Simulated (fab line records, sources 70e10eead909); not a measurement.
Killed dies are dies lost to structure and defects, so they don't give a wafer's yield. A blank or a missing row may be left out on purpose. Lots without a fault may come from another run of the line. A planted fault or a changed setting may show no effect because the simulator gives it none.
Which tool did it? | flow nand_harc | 6 lots, 18 wafers sampled, at 4 steps of a route of 1302

WHAT THE GAUGES READ, wafer by wafer
NHARC_END_SORT_01.
lot  | measured     | on        | killed_at_array
L964 | day 25 10:17 | prober-01 | 68 67 67
L967 | day 27 10:49 | prober-02 | 58 59 58
L977 | day 30 19:08 | prober-01 | 49 61 381
L978 | day 31 20:48 | prober-01 | 70 79 50
L980 | day 33 13:31 | prober-02 | 62 67 75
L981 | day 34 03:31 | prober-01 | 75 58 60

WHICH TOOL RAN EACH LOT (tool, then ch and the chambers of the sampled wafers, then the start)
lot  | NHARC_A_STAIRCASE_ETCHBACK_157     | NHARC_A_SGD_CUT_ETCH_16            | NHARC_A_SLIT_DEP_25
L964 | rie_diel-13 ch 0,3, day 20 01:50   | rie_diel-06 ch 1,3, day 20 04:31   | pecvd-01 ch 0,2, day 20 13:07
L967 | rie_diel-12 ch 1,2, day 22 02:46   | rie_diel-04 ch 0,1, day 22 05:40   | pecvd-01 ch 0,1, day 22 11:56
L977 | rie_diel-03 ch 0,1,3, day 25 16:20 | rie_diel-04 ch 0,1,3, day 25 18:49 | pecvd-01 ch 0,1, day 26 01:09
L978 | rie_diel-13 ch 0,1,3, day 26 08:27 | rie_diel-06 ch 1,2,3, day 26 10:56 | pecvd-01 ch 0,1,2, day 26 16:56
L980 | rie_diel-12 ch 0,3, day 28 01:52   | rie_diel-06 ch 1,2,3, day 28 04:25 | pecvd-01 ch 0,2, day 28 14:00
L981 | rie_diel-13 ch 0,2,3, day 28 10:28 | rie_diel-05 ch 1,2,3, day 28 12:57 | pecvd-02 ch 0,1,2, day 28 18:43
- NHARC_A_STAIRCASE_ETCHBACK_157: etches the open film in CH3F/O2, target depth 90 nm, time 167.14 s.
- NHARC_A_SGD_CUT_ETCH_16: etches the open film in C4F8/O2/Ar, target depth 310.5 nm, time 155.2 s.
- NHARC_A_SLIT_DEP_25: deposits SiO2, target thk 200 nm.

THE ANSWER, worked out from the rows above alone
Rule: what is usual is taken from the lots themselves. Put in order of their means at a reading, lots are off if they are a third of the lots or fewer, leave a main group of 4 or more, and stand apart from it by a gap of 3 or more times the standard deviation of the main group's means; of several such gaps the widest counts. A main group whose means are all the same, to the digits that the tables above print for the reading, isn't used. A lot without any number at a reading at which 4 lots or more have one is off too. The other lots that the step has rows for count as sound.
Off: L977, at NHARC_END_SORT_01 (killed_at_array). The main group: mean 65, standard deviation 3.5.
A tool fits if, at a process step before that reading, it ran every lot that is off, and no sound lot after the first of them. The gauges at NHARC_END_SORT_01 are tried like those tools. Can't be told from this: 2 tools fit, rie_diel-03 at NHARC_A_STAIRCASE_ETCHBACK_157, rie_diel-04 at NHARC_A_SGD_CUT_ETCH_16.

WHAT THE SIMULATOR HAD PUT IN
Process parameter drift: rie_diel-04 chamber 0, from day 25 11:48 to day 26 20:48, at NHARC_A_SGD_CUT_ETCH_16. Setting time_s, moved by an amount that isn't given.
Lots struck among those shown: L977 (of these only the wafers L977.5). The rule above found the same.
